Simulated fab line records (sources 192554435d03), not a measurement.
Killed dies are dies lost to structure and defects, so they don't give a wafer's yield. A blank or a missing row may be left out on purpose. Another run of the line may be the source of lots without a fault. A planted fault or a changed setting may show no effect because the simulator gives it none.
Matching of chambers -- flow n5-finfet -- N5_BEOL_M10_CURE_71 on uv-cure-03 has 3 sister chambers
The step cures SiCOH lowk, time 240 s. 16 wafers are shown with their chamber, then 8 later ones without.

WAFERS PAIRED WITH THEIR CHAMBERS
wafer,chamber,wafer_temp_C_max,lamp-power-pct (%)
L077.1,0,386.4,52.28
L077.2,0,386.5,52.30
L077.4,0,387.3,52.42
L077.3,0,386.8,52.30
L077.5,0,387.7,52.27
L077.6,0,386.9,52.20
L076.4,1,386.3,52.45
L076.5,1,386.1,52.33
L076.6,1,385.9,52.42
L078.1,1,385.9,52.25
L078.2,1,386.0,52.32
L078.3,1,386.0,52.29
L079.2,1,386.3,52.25
L079.4,1,386.2,52.30
L079.5,1,385.8,52.32
L088.2,2,386.3,52.30

SIGNATURES, as means of the wafers listed above
reading,chamber 0,chamber 1,chamber 2,scatter within a chamber
wafer_temp_C_max,386.933,386.056,386.300,0.337
lamp-power-pct,52.2950,52.3256,52.3000,0.0698
Rule: a wafer's distance from a chamber is the root of the sum, over the readings, of the square of ((its reading less the chamber's mean) divided by the reading's scatter). If the next closest chamber is less than 2 further off than the closest, the wafer can't be placed; otherwise it belongs to the closest. The scatter is the square root of a quotient: the sum, over the shown wafers, of each reading's squared deviation from its chamber's mean, divided by wafers minus chambers.

WAFERS WHOSE CHAMBER IS MISSING
wafer,wafer_temp_C_max,lamp-power-pct (%)
L088.4,386.8,52.39
L088.6,385.9,52.31
L089.1,386.3,52.23
L089.3,386.3,52.31
L089.6,386.3,52.30
L089.2,386.6,52.35
L089.4,386.4,52.37
L089.5,386.9,52.25

THE CHAMBER EACH PASSED THROUGH
wafer,from the rows above,in truth
L088.4,can't be placed: 0 or 2 or 1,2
L088.6,can't be placed: 1 or 2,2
L089.1,can't be placed: 2 or 1 or 0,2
L089.3,can't be placed: 2 or 1 or 0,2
L089.6,can't be placed: 2 or 1 or 0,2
L089.2,can't be placed: 2 or 0 or 1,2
L089.4,can't be placed: 2 or 1 or 0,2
L089.5,can't be placed: 0 or 2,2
Correctly placed: 0 of 8. Cannot be placed on the basis of these rows: 8; the candidates contain the true chamber in 8. Number placed wrongly: 0.
